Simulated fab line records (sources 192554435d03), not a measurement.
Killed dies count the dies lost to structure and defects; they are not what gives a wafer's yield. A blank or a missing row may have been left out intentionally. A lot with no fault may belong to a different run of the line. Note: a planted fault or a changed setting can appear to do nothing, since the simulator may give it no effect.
Which of the tools did it?    flow n5-finfet    12 lots, 36 wafers sampled, at 3 steps of a route of 1938

== WHAT THE GAUGES READ, wafer by wafer ==
N5_BEOL_M6_CD_MEAS_28: target cd 40 nm.
lot   measured      on         cd-nm (nm)
L074  day 9 18:02   cd-sem-02  40.24 39.79 40.41
L077  day 10 14:25  cd-sem-02  40.36 39.92 39.69
L079  day 10 19:36  cd-sem-03  40.05 39.91 39.87
L083  day 11 01:53  cd-sem-03  39.89 40.00 40.28
L084  day 12 06:58  cd-sem-01  39.88 40.12 39.91
L088  day 12 11:21  cd-sem-03  40.01 40.01 39.55
L086  day 13 01:44  cd-sem-01  40.33 40.08 40.08
L089  day 13 14:55  cd-sem-02  39.47 39.81 39.98
L092  day 13 17:28  cd-sem-03  39.86 39.97 40.02
L093  day 14 04:44  cd-sem-02  39.89 39.97 40.46
L095  day 14 18:31  cd-sem-03  40.37 40.17 40.11
L097  day 15 17:14  cd-sem-02  40.26 39.75 39.88

== WHAT TOOL EACH LOT RAN ON (gives the tool, then ch and the chambers of the sampled wafers, and finally the start) ==
lot   N5_BEOL_M6_HM_DEP_02          N5_BEOL_M6_STRIP_19
L074  pvd-sputter-01, day 9 15:44   rie-diel-06 ch 1,2,3, day 9 17:00
L077  pvd-sputter-03, day 10 12:34  rie-diel-01 ch 0,1,3, day 10 13:55
L079  pvd-sputter-03, day 10 18:15  rie-diel-01 ch 0,1,2, day 10 19:13
L083  pvd-sputter-01, day 10 23:08  rie-diel-06 ch 2,3, day 11 00:06
L084  pvd-sputter-01, day 12 04:11  rie-diel-03 ch 0,1,3, day 12 05:02
L088  pvd-sputter-03, day 12 09:23  rie-diel-06 ch 1,2,3, day 12 10:51
L086  pvd-sputter-03, day 12 23:58  rie-diel-03 ch 1,2,3, day 13 01:13
L089  pvd-sputter-02, day 13 11:09  rie-diel-03 ch 1,2, day 13 12:08
L092  pvd-sputter-03, day 13 16:09  rie-diel-03 ch 0,2, day 13 17:00
L093  pvd-sputter-02, day 13 22:01  rie-diel-01 ch 0,1,3, day 13 23:07
L095  pvd-sputter-01, day 14 15:44  rie-diel-01 ch 0,1,3, day 14 16:42
L097  pvd-sputter-01, day 15 13:44  rie-diel-06 ch 1,2, day 15 15:09
- N5_BEOL_M6_HM_DEP_02: deposits TiN, target thk 20 nm.
- N5_BEOL_M6_STRIP_19: strips in O2.

== THE ANSWER, worked out from the rows above alone ==
Rule: the usual values come from the lots themselves. Put in order of their means at a reading, lots are off if they are a third of the lots or fewer, leave a main group of 4 or more, and stand apart from it by a gap of 3 or more times the standard deviation of the main group's means; of several such gaps the widest counts. If all means in a main group match to the digits the tables above print for the reading, that group is not used. Also off: a lot with no number at a reading for which 4 or more lots have one. The other lots that the step has rows for count as sound.
No lot is off on any of the readings shown, so nothing can be concluded from this.

== WHAT THE SIMULATOR HAD INSERTED ==
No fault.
